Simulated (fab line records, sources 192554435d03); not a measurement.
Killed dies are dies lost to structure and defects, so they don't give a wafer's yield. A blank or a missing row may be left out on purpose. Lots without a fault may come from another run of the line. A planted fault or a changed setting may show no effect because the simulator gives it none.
fab line records | flow n5_finfet
record lots=7 wafers=21
route steps=1938 shown PMOS_HMC_CHANNEL_EPI@63 FIN_SAQP@108 SD_EPI_N@267 SD_ACTIVATION@330 SDB@369 GATE_CUT@469 MOL_CONTACT_COAG@531
start_h: hours from the record's first day to the start of the lot's first wafer shown | wait_h: hours since the lot's step before | " the same as in the row above | L1.1+2: a row that stands for several wafers | - no value, or no start given | * or withheld: withheld | < > ~ a bound
route shown NAME@n: a module of which the file shows steps, and the number in the route of the first | usual: mean/standard deviation of fault-free wafers | same: alike in all rows | chamber/n: place in a boat | sites: the reading at each site | _std_site: their standard deviation | _edge_site: outer sites' mean less inner sites' | radius_mm: how far each site lies from the wafer's centre | mask NAME#n: copy n | behind: the tool/chamber that last shaped the wafer | hold: why the lot was held/for how many hours/how that ended | device: the transistor (n, p or np) that didn't switch | end of line: the same wafers' tests at the end of the route | a step without rows: its recipe alone | killed: dies lost to structure and defects at the first sort, not the wafer's yield | map: a wafer's dies, x killed, . not, _ none there
set.NAME: the setting as run; set.NAME@STEP: as run at that earlier step | model.NAME: the simulator's own value behind a step, which no gauge read
lots whose settings were changed on purpose; a table a step, a row a wafer
## steps
# step N5_PMOS_HMC_CHANNEL_EPI_PEB_07
# recipe peb_temp_c=110 peb_time_s=60 resist=CAR-ArF-block
# columns lot.wafer tool chamber start_h wait_h set.peb_temp_c
L075.2+3+6 litho_track-03 0 23.17 0.0 110
L078.2+3 litho_track-02 0 40.98 0.0 112.1
L078.6 " 0 " " 110
L079.2+5+6 litho_track-02 0 47.16 0.0 110
L082.1+5+6 litho_track-05 0 65.26 0.1 110
L083.1+4+6 litho_track-02 0 71.62 0.1 110
L087.1 litho_track-02 0 95.20 0.1 110
L087.4+5 " 0 " " 113.4
L088.2 litho_track-03 0 100.84 0.0 113.7
L088.5+6 " 0 " " 110
# step N5_PMOS_HMC_CHANNEL_EPI_DEVELOP_08
# recipe develop_time_s=30 developer=TMAH resist=CAR-ArF-block dev_temp_c=23 rinse_liquid=diw dry=air_spin
# columns lot.wafer tool chamber start_h wait_h set.develop_time_s
L075.2+6 litho_track-03 0 - - 30
L075.3 " 0 " " 35.32
L078.2+3+6 litho_track-02 0 - - 30
L079.2+5 litho_track-02 0 - - 30
L079.6 " 0 " " 31.89
L082.1+6 litho_track-05 0 - - 25.86
L082.5 " 0 " " 30
L083.1+4+6 litho_track-02 0 - - 30
L087.1+4 litho_track-02 0 - - 32.84
L087.5 " 0 " " 30
L088.2+5+6 litho_track-03 0 - - 30
# step N5_PMOS_HMC_CHANNEL_EPI_CD_MEAS_09
# recipe target_cd_nm=237.4 landing_energy_ev=500 detector=se_inlens
# usual cd_nm=237.7/1.4
# columns lot.wafer tool chamber start_h wait_h set.peb_temp_c@PMOS_HMC_CHANNEL_EPI_PEB_07 cd_nm
L075.2 cd_sem-02 0 23.24 - 110 238.2
L075.3 " 0 " " 110 238.4
L075.6 " 0 " " 110 237.3
L078.2 cd_sem-01 0 41.04 - 112.1 242.8
L078.3 " 0 " " 112.1 243.5
L078.6 " 0 " " 110 237.9
L079.2 cd_sem-02 0 47.23 - 110 237.7
L079.5 " 0 " " 110 238.2
L079.6 " 0 " " 110 239.3
L082.1 cd_sem-02 0 65.33 - 110 235.7
L082.5 " 0 " " 110 235.6
L082.6 " 0 " " 110 233.3
L083.1 cd_sem-01 0 71.69 - 110 237.3
L083.4 " 0 " " 110 237.7
L083.6 " 0 " " 110 240.4
L087.1 cd_sem-02 0 95.27 - 110 239.9
L087.4 " 0 " " 113.4 248.9
L087.5 " 0 " " 113.4 247.1
L088.2 cd_sem-01 0 100.91 - 113.7 248.3
L088.5 " 0 " " 110 236.7
L088.6 " 0 " " 110 236.2
# step N5_PMOS_HMC_CHANNEL_EPI_DESCUM_14
# recipe chemistry=O2 time_s=7.9 source_power_w=50 bias_power_w=20 pressure_mtorr=20 rf_frequency_hz=2.712e+07 temp_c=40 resist=CAR-ArF-block o2_flow_sccm=225
# columns lot.wafer tool chamber start_h wait_h set.peb_temp_c@PMOS_HMC_CHANNEL_EPI_PEB_07 model.PMOS_HMC_CHANNEL_EPI.cd_nm
L075.2 rie_diel-03 0 23.33 0.0 110 238.1
L075.3 " 2 " " 110 238.2
L075.6 " 2 " " 110 237.3
L078.2 rie_diel-04 0 41.13 0.0 112.1 242.9
L078.3 " 2 " " 112.1 243.4
L078.6 " 0 " " 110 238.2
L079.2 rie_diel-04 2 47.32 0.0 110 237.9
L079.5 " 3 " " 110 238.1
L079.6 " 2 " " 110 239.3
L082.1 rie_diel-03 2 65.42 0.0 110 235.5
L082.5 " 1 " " 110 236
L082.6 " 0 " " 110 233.4
L083.1 rie_diel-03 3 71.78 0.0 110 237.3
L083.4 " 0 " " 110 237.8
L083.6 " 3 " " 110 240.6
L087.1 rie_diel-03 2 95.36 0.0 110 239.3
L087.4 " 3 " " 113.4 249.2
L087.5 " 1 " " 113.4 247
L088.2 rie_diel-01 3 101.00 0.0 113.7 248.7
L088.5 " 0 " " 110 236.5
L088.6 " 3 " " 110 236.2
# step N5_FIN_SAQP_EXPOSE_13
# recipe mask_id=FIN_CORE na=1.35 source_shape=dipole sigma_inner=0.538 sigma_outer=0.738 polarization=te target_cd_nm=35.6 dose_mj=63.25
# columns lot.wafer tool chamber start_h wait_h mask set.dose_mj
L075.2 arfi_scanner-01 0 27.40 - FIN_CORE#0 63.25
L075.3+6 " 0 " " FIN_CORE#0 65.23
L078.2 arfi_scanner-01 0 45.66 - FIN_CORE#0 58.64
L078.3+6 " 0 " " FIN_CORE#0 63.25
L079.2 arfi_scanner-01 0 51.26 - FIN_CORE#0 63.25
L079.5+6 " 0 " " FIN_CORE#0 66.04
L082.1 arfi_scanner-01 0 69.55 - FIN_CORE#0 63.25
L082.5+6 " 0 " " FIN_CORE#0 67.61
L083.1+4+6 arfi_scanner-03 0 75.80 - FIN_CORE#0 63.25
L087.1+4+5 arfi_scanner-02 0 99.36 - FIN_CORE#0 63.25
L088.2 arfi_scanner-02 0 104.90 - FIN_CORE#0 63.25
L088.5+6 " 0 " " FIN_CORE#0 66.39
# step N5_FIN_SAQP_PEB_14
# recipe peb_temp_c=withheld peb_time_s=60 resist=CAR-ArF
# step N5_FIN_SAQP_DEVELOP_15
# recipe develop_time_s=30 developer=TMAH resist=CAR-ArF dev_temp_c=23 rinse_liquid=diw dry=air_spin
# step N5_FIN_SAQP_CD_MEAS_16
# recipe target_cd_nm=35.6 landing_energy_ev=500 detector=se_inlens
# usual cd_nm=35.5/0.41
# columns lot.wafer tool chamber start_h wait_h set.dose_mj@FIN_SAQP_EXPOSE_13 cd_nm
L075.2 cd_sem-02 0 27.52 - 63.25 35.2
L075.3 " 0 " " 65.23 34.7
L075.6 " 0 " " 65.23 34.6
L078.2 cd_sem-01 0 45.78 - 58.64 37.4
L078.3 " 0 " " 63.25 35.4
L078.6 " 0 " " 63.25 35.2
L079.2 cd_sem-01 0 51.39 - 63.25 35.5
L079.5 " 0 " " 66.04 33.4
L079.6 " 0 " " 66.04 34.4
L082.1 cd_sem-02 0 69.68 - 63.25 35.2
L082.5 " 0 " " 67.61 33.8
L082.6 " 0 " " 67.61 34.0
L083.1 cd_sem-01 0 75.93 - 63.25 34.8
L083.4 " 0 " " 63.25 34.8
L083.6 " 0 " " 63.25 34.9
L087.1 cd_sem-01 0 99.48 - 63.25 36.5
L087.4 " 0 " " 63.25 36.3
L087.5 " 0 " " 63.25 36.2
L088.2 cd_sem-02 0 105.03 - 63.25 36.0
L088.5 " 0 " " 66.39 34.5
L088.6 " 0 " " 66.39 34.3
# step N5_SD_EPI_N_EXPOSE_06
# recipe mask_id=SD_N_BLK na=1.35 source_shape=conventional sigma_outer=0.8 polarization=unpolarized target_cd_nm=120 dose_mj=39.75
# columns lot.wafer tool chamber start_h wait_h mask set.dose_mj
L075.2+3 arfi_scanner-01 0 58.82 - SD_N_BLK#0 40.58
L075.6 " 0 " " SD_N_BLK#0 39.75
L078.2+3+6 arfi_scanner-01 0 76.33 - SD_N_BLK#0 39.75
L079.2+5+6 arfi_scanner-01 0 79.43 - SD_N_BLK#0 39.75
L082.1+6 arfi_scanner-02 0 95.36 - SD_N_BLK#0 39.75
L082.5 " 0 " " SD_N_BLK#0 41.5
L083.1+4+6 arfi_scanner-01 0 104.17 - SD_N_BLK#0 39.75
L087.1 arfi_scanner-02 0 128.52 - SD_N_BLK#0 39.75
L087.4+5 " 0 " " SD_N_BLK#0 40.97
L088.2+6 arfi_scanner-02 0 134.39 - SD_N_BLK#0 42.57
L088.5 " 0 " " SD_N_BLK#0 39.75
# step N5_SD_EPI_N_PEB_07
# recipe peb_temp_c=110 peb_time_s=60 resist=CAR-ArF-block
# step N5_SD_EPI_N_DEVELOP_08
# recipe develop_time_s=30 developer=TMAH resist=CAR-ArF-block dev_temp_c=23 rinse_liquid=diw dry=air_spin
# step N5_SD_EPI_N_CD_MEAS_09
# recipe target_cd_nm=120 landing_energy_ev=500 detector=se_inlens
# usual cd_nm=119.3/1.1
# columns lot.wafer tool chamber start_h wait_h set.dose_mj@SD_EPI_N_EXPOSE_06 cd_nm
L075.2 cd_sem-02 0 58.94 - 40.58 120.1
L075.3 " 0 " " 40.58 120.7
L075.6 " 0 " " 39.75 119.6
L078.2 cd_sem-01 0 76.45 - 39.75 117.5
L078.3 " 0 " " 39.75 116.5
L078.6 " 0 " " 39.75 117.2
L079.2 cd_sem-01 0 79.55 - 39.75 119.3
L079.5 " 0 " " 39.75 118.1
L079.6 " 0 " " 39.75 118.9
L082.1 cd_sem-01 0 95.49 - 39.75 119.2
L082.5 " 0 " " 41.5 122.6
L082.6 " 0 " " 39.75 119.5
L083.1 cd_sem-02 0 104.29 - 39.75 117.9
L083.4 " 0 " " 39.75 116.7
L083.6 " 0 " " 39.75 118.9
L087.1 cd_sem-02 0 128.64 - 39.75 120.2
L087.4 " 0 " " 40.97 122.4
L087.5 " 0 " " 40.97 122.6
L088.2 cd_sem-02 0 134.51 - 42.57 122.8
L088.5 " 0 " " 39.75 118.2
L088.6 " 0 " " 42.57 122.6
# step N5_SD_EPI_N_DESCUM_14
# recipe chemistry=O2 time_s=7.9 source_power_w=50 bias_power_w=20 pressure_mtorr=20 rf_frequency_hz=2.712e+07 temp_c=40 resist=CAR-ArF-block o2_flow_sccm=225
# columns lot.wafer tool chamber start_h wait_h set.time_s set.dose_mj@SD_EPI_N_EXPOSE_06 model.SD_EPI_N.cd_nm
L075.2 rie_diel-05 3 59.03 0.0 7.9 40.58 120.2
L075.3 " 2 " " 6.74 40.58 120.2
L075.6 " 2 " " 7.9 39.75 119.4
L078.2 rie_diel-05 1 76.67 0.2 9.284 39.75 117.6
L078.3 " 3 " " 9.284 39.75 116.4
L078.6 " 0 " " 7.9 39.75 117
L079.2 rie_diel-05 2 79.64 0.0 8.933 39.75 119.2
L079.5 " 0 " " 8.933 39.75 118.4
L079.6 " 3 " " 7.9 39.75 118.6
L082.1 rie_diel-06 0 95.82 0.3 9.577 39.75 119.8
L082.5 " 0 " " 9.577 41.5 123.2
L082.6 " 3 " " 7.9 39.75 119.2
L083.1 rie_diel-05 0 104.38 0.0 7.9 39.75 117.8
L083.4 " 2 " " 7.9 39.75 116.6
L083.6 " 1 " " 7.9 39.75 118.6
L087.1 rie_diel-02 1 128.75 0.1 7.9 39.75 120.4
L087.4 " 0 " " 7.362 40.97 122.4
L087.5 " 3 " " 7.9 40.97 122.6
L088.2 rie_diel-06 3 134.85 0.3 7.9 42.57 122.8
L088.5 " 3 " " 7.9 39.75 118.2
L088.6 " 0 " " 7.9 42.57 123
# step N5_SD_EPI_N_ETCH_34
# recipe chemistry=CF4 target=SiARC target_depth_a=455 mask_material=CAR-ArF-block time_s=75.8 ion_energy_ev=80 pressure_mtorr=40 source_w=545 bias_w=36 Ar_flow_sccm=100 cf4_flow_sccm=100 ends=cleared
# columns lot.wafer tool chamber start_h wait_h set.dose_mj@SD_EPI_N_EXPOSE_06 model.SD_EPI_N.cd_nm
L075.2+3 rie_diel-05 3,2 59.06 0.0 40.58 120.4
L075.6 " 2 " " 39.75 119.4
L078.2 rie_diel-05 1 76.71 0.0 39.75 117
L078.3 " 3 " " 39.75 116.6
L078.6 " 0 " " 39.75 116.4
L079.2 rie_diel-05 2 79.68 0.0 39.75 119.2
L079.5 " 0 " " 39.75 118.4
L079.6 " 3 " " 39.75 119
L082.1 rie_diel-06 0 95.86 0.0 39.75 120
L082.5 " 0 " " 41.5 123.4
L082.6 " 3 " " 39.75 119.2
L083.1 rie_diel-05 0 104.41 0.0 39.75 117.4
L083.4 " 2 " " 39.75 116.4
L083.6 " 1 " " 39.75 118
L087.1 rie_diel-02 1 128.79 0.0 39.75 120.2
L087.4 " 0 " " 40.97 122.4
L087.5 " 3 " " 40.97 122.8
L088.2 rie_diel-06 3 134.89 0.0 42.57 122.6
L088.5 " 3 " " 39.75 118
L088.6 " 0 " " 42.57 123
# step N5_SD_EPI_N_EPI_21
# recipe material=Si:P dopant=P temp_c=680 pressure_torr=255 time_s=690
# columns lot.wafer tool chamber start_h wait_h set.time_s model.Si-P_of_SD_EPI_N_EPI_21.thk_nm
L075.2 epi_rpcvd-02 0 62.61 0.5 787.5 65.6
L075.3 " 0 " " 787.5 64.8
L075.6 " 0 64.11 1.9 690 59.2
L078.2 epi_rpcvd-04 0 78.65 0.4 690 60.6
L078.3 " 0 " " 799.2 67.2
L078.6 " 0 " " 690 59.6
L079.2 epi_rpcvd-02 0 81.88 0.5 690 59
L079.5 " 0 83.00 1.5 564.8 52
L079.6 " 0 " " 690 59.2
L082.1 epi_rpcvd-01 0 97.70 0.2 778.9 64.6
L082.5 " 0 99.19 1.5 690 59.2
L082.6 " 0 " " 778.9 64.4
L083.1 epi_rpcvd-01 0 106.23 0.2 690 59
L083.4+6 " 0 107.35 1.2 690 60.2
L087.1+4+5 epi_rpcvd-02 0 130.42 0.1 690 59.2
L088.2 epi_rpcvd-04 0 136.81 0.4 690 58.4
L088.5 " 0 " " 804.2 65.2
L088.6 " 0 " " 690 59
# step N5_SD_EPI_N_EPI_MEAS_23
# recipe mode=xrd
# usual thk_nm=59.3/1.2
# columns lot.wafer tool chamber start_h wait_h set.time_s@SD_EPI_N_EPI_21 thk_nm
L075.2 film_metro-02 - 64.52 1.5 787.5 65.6
L075.3 " - " " 787.5 66.4
L075.6 " - " " 690 59.6
L078.2 film_metro-02 - 80.09 1.2 690 62.1
L078.3 " - " " 799.2 67.3
L078.6 " - " " 690 58.8
L079.2 film_metro-01 - 83.80 1.5 690 58.8
L079.5 " - " " 564.8 51.2
L079.6 " - " " 690 61.0
L082.1 film_metro-01 - 99.98 1.9 778.9 67.1
L082.5 " - " " 690 58.1
L082.6 " - " " 778.9 63.9
L083.1 film_metro-01 - 108.51 1.9 690 58.0
L083.4 " - " " 690 60.1
L083.6 " - " " 690 59.3
L087.1 film_metro-01 - 132.14 1.4 690 60.7
L087.4 " - " " 690 58.8
L087.5 " - " " 690 59.4
L088.2 film_metro-02 - 138.25 1.2 690 58.0
L088.5 " - " " 804.2 66.5
L088.6 " - " " 690 58.5
# step N5_SD_EPI_N_PRECLEAN_24
# recipe chemistry=O3/DIW time_s=60 temp_c=22 o3_ppm=10
# step N5_SD_EPI_N_SRD_25
# recipe time_s=30 temp_c=23 rinse_liquid=diw dry=ipa_marangoni
# step N5_SD_ACTIVATION_RTA_00
# recipe temp_c=975 time_s=0 ambient=N2 idle_temp_c=600 ramp_up_c_per_s=150 ramp_down_c_per_s=60 cool_to_c=600
# step N5_SD_ACTIVATION_LSA_01
# recipe temp_c=1080 time_s=0.0008 ambient=N2
# step N5_SD_ACTIVATION_RS_MEAS_03
# recipe thk_meas_gauge=four-point-probe
# usual RS_SD_N=21.9/0.33 RS_SD_P=56.1/0.91
# columns lot.wafer tool chamber start_h wait_h set.time_s@SD_EPI_N_EPI_21 RS_SD_N[ohm/sq] RS_SD_P[ohm/sq]
L075.2 film_metro-01 - 69.78 0.2 787.5 19.6 57.6
L075.3 " - " " 787.5 20.0 59.0
L075.6 " - " " 690 21.8 57.9
L078.2 film_metro-01 - 86.53 0.2 690 21.4 56.0
L078.3 " - " " 799.2 19.2 55.9
L078.6 " - " " 690 21.6 56.1
L079.2 film_metro-01 - 89.95 0.2 690 22.1 57.2
L079.5 " - " " 564.8 25.0 56.6
L079.6 " - " " 690 21.9 56.6
L082.1 film_metro-01 - 105.17 0.2 778.9 20.1 57.1
L082.5 " - " " 690 22.0 56.6
L082.6 " - " " 778.9 20.2 57.3
L083.1 film_metro-01 - 113.77 0.2 690 21.7 55.1
L083.4 " - " " 690 21.4 55.3
L083.6 " - " " 690 21.4 55.6
L087.1 film_metro-01 - 138.17 0.2 690 21.8 56.6
L087.4 " - " " 690 21.7 56.2
L087.5 " - " " 690 21.9 56.5
L088.2 film_metro-02 - 144.52 0.2 690 22.2 55.8
L088.5 " - " " 804.2 20.0 56.7
L088.6 " - " " 690 22.1 55.5
# step N5_SDB_CUT_ETCH_26
# recipe chemistry=HBr/Cl2/O2 target=Si target_depth_a=1296 bt_time_s=20 mask_material=SiNx time_s=51.8 ion_energy_ev=* bias_w=* pressure_mtorr=10 icp_w=800 HBr_flow_sccm=150 Cl2_flow_sccm=80 O2_flow_sccm=12
# columns lot.wafer tool chamber start_h wait_h set.bias_w model.SDB.feature_depth_nm model.etch.depth_nm model.SiNx_of_SDB_HM_DEP_00.thk_nm
L075.2 rie_si-02 0 77.84 0.1 * 126.4 126.4 23
L075.3 " 1 " " * 134 134 20
L075.6 " 3 " " * 134 133.9 20.6
L078.2 rie_si-01 0 95.13 0.1 * 127.6 127.7 21.6
L078.3 " 3 " " * 126.4 126.3 21.2
L078.6 " 1 " " * 129.6 129.6 21.2
L079.2 rie_si-01 0 98.08 0.1 * 129.6 129.7 21.4
L079.5 " 3 " " * 130 130.1 22.2
L079.6 " 0 " " * 125.2 125.2 24
L082.1 rie_si-02 0 113.01 0.1 * 130 130 22
L082.5 " 3 " " * 133.2 133.2 21
L082.6 " 0 " " * 130 130.1 22
L083.1 rie_si-02 0 121.74 0.1 * 128 128.1 22.2
L083.4 " 1 " " * 126.8 126.7 22.2
L083.6 " 3 " " * 129.4 129.4 21.6
L087.1 rie_si-01 1 146.58 0.1 * 130.4 130.4 21.6
L087.4 " 0 " " * 127.8 127.9 22.2
L087.5 " 2 " " * 129.8 129.9 21.2
L088.2 rie_si-03 2 152.61 0.1 * 120.4 120.5 24.4
L088.5 " 3 " " * 124 123.9 24
L088.6 " 0 " " * 133 133.1 22
# step N5_SDB_ALD_29
# recipe material=SiNx target_thk_a=300 temp_c=400 ald_precursor_family=SiH2I2 ald_co_reactant=N2/H2-plasma pulse_time_s=1 ald_cycles=600 purge_time_s=2 co_reactant_purge_time_s=2 pressure_torr=2
# columns lot.wafer tool chamber start_h wait_h set.ald_cycles model.SiNx_of_SDB_ALD_29.thk_nm
L075.2 ald_sin-01 2 78.02 0.0 649 32.8
L075.3 " 1 " " 649 32.6
L075.6 " 2 79.37 1.4 600 30.4
L078.2+6 ald_sin-03 2,3 96.64 1.4 656 33
L078.3 " 0 " " 600 30
L079.2+5 ald_sin-01 3,0 98.39 0.2 668 33.2
L079.6 " 3 99.74 1.5 600 29.8
L082.1+5+6 ald_sin-03 0,2,1 113.19 0.0 600 30.2
L083.1+4 ald_sin-01 3,0 121.92 0.0 600 30
L083.6 " 1 123.27 1.4 600 29.8
L087.1 ald_sin-03 0 146.77 0.0 600 30
L087.4 " 3 " " 600 30.2
L087.5 " 0 148.12 1.4 550 27.4
L088.2 ald_sin-04 0 152.80 0.0 600 30
L088.5 " 1 154.15 1.4 600 30.4
L088.6 " 0 " " 630 31.4
# step N5_GATE_CUT_ETCH_58
# recipe chemistry=CH3F/O2 target=SiNx target_depth_a=170 time_s=128.6 ion_energy_ev=50 pressure_mtorr=30 source_w=415 bias_w=21 Ar_flow_sccm=150 CH3F_flow_sccm=30 O2_flow_sccm=20
# usual rf_vpp_V=99.1/0.88
# columns lot.wafer tool chamber start_h wait_h set.bias_w rf_vpp_V model.etch.depth_nm
L075.2 rie_diel-03 2 90.84 0.0 21 98.8 17.15
L075.3 " 1 " " 21 99.0 17.37
L075.6 " 2 " " 21 99.1 17.21
L078.2 rie_diel-04 1 109.72 0.1 19.18 93.8 16.36
L078.3 " 0 " " 21 99.3 16.86
L078.6 " 1 " " 19.18 92.6 16.38
L079.2 rie_diel-01 1 111.05 0.0 21 98.7 16.84
L079.5 " 3 " " 21 99.8 16.91
L079.6 " 0 " " 17.42 86.5 15.47
L082.1 rie_diel-03 1 126.27 0.1 21 99.9 17.19
L082.5 " 0 " " 21 99.7 17.16
L082.6 " 1 " " 21 98.5 17.19
L083.1 rie_diel-04 2 134.90 0.2 21 99.2 16.3
L083.4 " 1 " " 21 99.4 17.01
L083.6 " 1 " " 21 99.5 17.04
L087.1 rie_diel-03 1 159.61 0.0 21 98.9 17.3
L087.4 " 0 " " 19.76 96.8 16.47
L087.5 " 0 " " 19.76 96.9 16.46
L088.2 rie_diel-04 2 166.05 0.1 21 98.8 16.7
L088.5 " 2 " " 17.78 88.2 15.43
L088.6 " 3 " " 21 99.9 17.39
# step N5_MOL_CONTACT_COAG_ETCH_105
# recipe chemistry=CF4 target=SiARC target_depth_a=156 mask_material=CAR-EUV time_s=26 ion_energy_ev=80 pressure_mtorr=40 source_w=545 bias_w=36 Ar_flow_sccm=100 cf4_flow_sccm=100 ends=cleared
# usual rf_vpp_V=184.4/0.96
# columns lot.wafer tool chamber start_h wait_h set.bias_w rf_vpp_V
L075.2 rie_diel-05 2 98.57 0.0 33.34 175.6
L075.3 " 0 " " 36 183.9
L075.6 " 0 " " 36 183.0
L078.2 rie_diel-06 0 117.19 0.0 42.19 204.9
L078.3 " 1 " " 42.19 204.5
L078.6 " 2 " " 36 184.9
L079.2 rie_diel-02 3 118.53 0.0 31.75 171.4
L079.5 " 0 " " 36 185.4
L079.6 " 3 " " 36 185.2
L082.1 rie_diel-05 3 133.72 0.0 37.72 190.4
L082.5 " 0 " " 36 184.0
L082.6 " 3 " " 37.72 190.0
L083.1 rie_diel-06 1 142.12 0.0 36 183.4
L083.4 " 3 " " 36 184.9
L083.6 " 1 " " 36 184.1
L087.1 rie_diel-05 0 167.27 0.0 36 183.8
L087.4 " 1 " " 36 184.3
L087.5 " 2 " " 36 183.3
L088.2 rie_diel-05 2 173.57 0.0 36 184.8
L088.5 " 2 " " 36 183.3
L088.6 " 3 " " 32.65 173.4
## key
split step=N5_PMOS_HMC_CHANNEL_EPI_PEB_07 setting=peb_temp_c stated=110 by=wafer
response step=N5_PMOS_HMC_CHANNEL_EPI_CD_MEAS_09 reading=cd_nm change=+3.06 per=1% r=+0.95
response step=N5_PMOS_HMC_CHANNEL_EPI_DESCUM_14 reading=model.PMOS_HMC_CHANNEL_EPI.cd_nm change=+3.2 per=1% r=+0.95
split step=N5_PMOS_HMC_CHANNEL_EPI_DEVELOP_08 setting=develop_time_s stated=30 by=wafer
response none clear
split step=N5_FIN_SAQP_EXPOSE_13 setting=dose_mj stated=63.25 by=wafer
response step=N5_FIN_SAQP_CD_MEAS_16 reading=cd_nm change=-0.264 per=1% r=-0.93
split step=N5_SD_EPI_N_EXPOSE_06 setting=dose_mj stated=39.75 by=wafer
response step=N5_SD_EPI_N_CD_MEAS_09 reading=cd_nm change=+0.661 per=1% r=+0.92
response step=N5_SD_EPI_N_DESCUM_14 reading=model.SD_EPI_N.cd_nm change=+0.692 per=1% r=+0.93
response step=N5_SD_EPI_N_ETCH_34 reading=model.SD_EPI_N.cd_nm change=+0.721 per=1% r=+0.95
split step=N5_SD_EPI_N_DESCUM_14 setting=time_s stated=7.9 by=wafer
response none clear
split step=N5_SD_EPI_N_EPI_21 setting=time_s stated=690 by=wafer
response step=N5_SD_EPI_N_EPI_21 reading=model.Si-P_of_SD_EPI_N_EPI_21.thk_nm change=+0.412 per=1% r=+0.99
response step=N5_SD_EPI_N_EPI_MEAS_23 reading=thk_nm change=* per=1% r=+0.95
response step=N5_SD_ACTIVATION_RS_MEAS_03 reading=RS_SD_N change=-0.147 per=1% r=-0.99
split step=N5_SDB_CUT_ETCH_26 setting=bias_w stated=* by=wafer
response step=N5_SDB_CUT_ETCH_26 reading=model.SDB.feature_depth_nm change=+0.537 per=1% r=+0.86
response step=N5_SDB_CUT_ETCH_26 reading=model.etch.depth_nm change=+0.539 per=1% r=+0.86
response step=N5_SDB_CUT_ETCH_26 reading=model.SiNx_of_SDB_HM_DEP_00.thk_nm change=-0.169 per=1% r=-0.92
split step=N5_SDB_ALD_29 setting=ald_cycles stated=600 by=wafer
response step=N5_SDB_ALD_29 reading=model.SiNx_of_SDB_ALD_29.thk_nm change=+0.302 per=1% r=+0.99
split step=N5_GATE_CUT_ETCH_58 setting=bias_w stated=21 by=wafer
response step=N5_GATE_CUT_ETCH_58 reading=rf_vpp_V change=+0.713 per=1% r=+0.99
response step=N5_GATE_CUT_ETCH_58 reading=model.etch.depth_nm change=+0.0908 per=1% r=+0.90
split step=N5_MOL_CONTACT_COAG_ETCH_105 setting=bias_w stated=36 by=wafer
response step=N5_MOL_CONTACT_COAG_ETCH_105 reading=rf_vpp_V change=+1.16 per=1% r=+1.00
